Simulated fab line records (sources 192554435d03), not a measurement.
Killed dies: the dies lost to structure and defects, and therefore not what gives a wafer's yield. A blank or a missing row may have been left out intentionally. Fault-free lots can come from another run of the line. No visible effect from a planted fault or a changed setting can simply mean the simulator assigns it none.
Matching of chambers || flow n5 finfet || 4 sister chambers for N5_HKMG_FIN_STRIP_93 on rie diel-06
The step strips SOC in N2/H2, time 20 s. 8 wafers are shown with their chamber, then 8 later ones without.

== WAFERS WITH THEIR CHAMBER ==
{"wafer": "L079.6", "chamber": 1, "drypump motor current A (A)": 4.8, "showerhead plenum p Torr (Torr)": 3.28}
{"wafer": "L080.2", "chamber": 3, "drypump motor current A (A)": 6.7, "showerhead plenum p Torr (Torr)": 3.30}
{"wafer": "L085.2", "chamber": 2, "drypump motor current A (A)": 5.4, "showerhead plenum p Torr (Torr)": 3.21}
{"wafer": "L085.5", "chamber": 0, "drypump motor current A (A)": 5.2, "showerhead plenum p Torr (Torr)": 3.29}
{"wafer": "L089.2", "chamber": 1, "drypump motor current A (A)": 4.9, "showerhead plenum p Torr (Torr)": 3.27}
{"wafer": "L089.3", "chamber": 2, "drypump motor current A (A)": 5.4, "showerhead plenum p Torr (Torr)": 3.20}
{"wafer": "L089.6", "chamber": 3, "drypump motor current A (A)": 6.7, "showerhead plenum p Torr (Torr)": 3.29}
{"wafer": "L093.1", "chamber": 0, "drypump motor current A (A)": 5.2, "showerhead plenum p Torr (Torr)": 3.28}

== WAFERS WITH NO CHAMBER GIVEN ==
{"wafer": "L093.3", "drypump motor current A (A)": 4.9, "showerhead plenum p Torr (Torr)": 3.26}
{"wafer": "L093.5", "drypump motor current A (A)": 6.7, "showerhead plenum p Torr (Torr)": 3.29}
{"wafer": "L095.2", "drypump motor current A (A)": 6.7, "showerhead plenum p Torr (Torr)": 3.29}
{"wafer": "L095.3", "drypump motor current A (A)": 5.4, "showerhead plenum p Torr (Torr)": 3.20}
{"wafer": "L095.5", "drypump motor current A (A)": 6.7, "showerhead plenum p Torr (Torr)": 3.29}
{"wafer": "L096.2", "drypump motor current A (A)": 5.2, "showerhead plenum p Torr (Torr)": 3.27}
{"wafer": "L096.4", "drypump motor current A (A)": 6.7, "showerhead plenum p Torr (Torr)": 3.29}
{"wafer": "L096.6", "drypump motor current A (A)": 5.4, "showerhead plenum p Torr (Torr)": 3.20}

== EACH ONE'S CHAMBER ==
{"wafer": "L093.3", "from the rows above": 1, "in truth": 1}
{"wafer": "L093.5", "from the rows above": 3, "in truth": 3}
{"wafer": "L095.2", "from the rows above": 3, "in truth": 3}
{"wafer": "L095.3", "from the rows above": 2, "in truth": 2}
{"wafer": "L095.5", "from the rows above": 3, "in truth": 3}
{"wafer": "L096.2", "from the rows above": 0, "in truth": 0}
{"wafer": "L096.4", "from the rows above": 3, "in truth": 3}
{"wafer": "L096.6", "from the rows above": 2, "in truth": 2}
8 of 8 placed correctly. Not placeable from these rows: 0. Wrongly placed: 0.
How it was worked out, from the rows above alone: a wafer's distance from a chamber is the root of the sum, over the readings, of the square of ((its reading less the chamber's mean) divided by the reading's scatter). If the next closest chamber is less than 2 further off than the closest, the wafer can't be placed; otherwise it belongs to the closest. For every chamber, the mean is computed from those of its wafers that are shown. The scatter: the root of (the sum of the squares of (reading less its chamber's mean) over the shown wafers, divided by (wafers less chambers)).
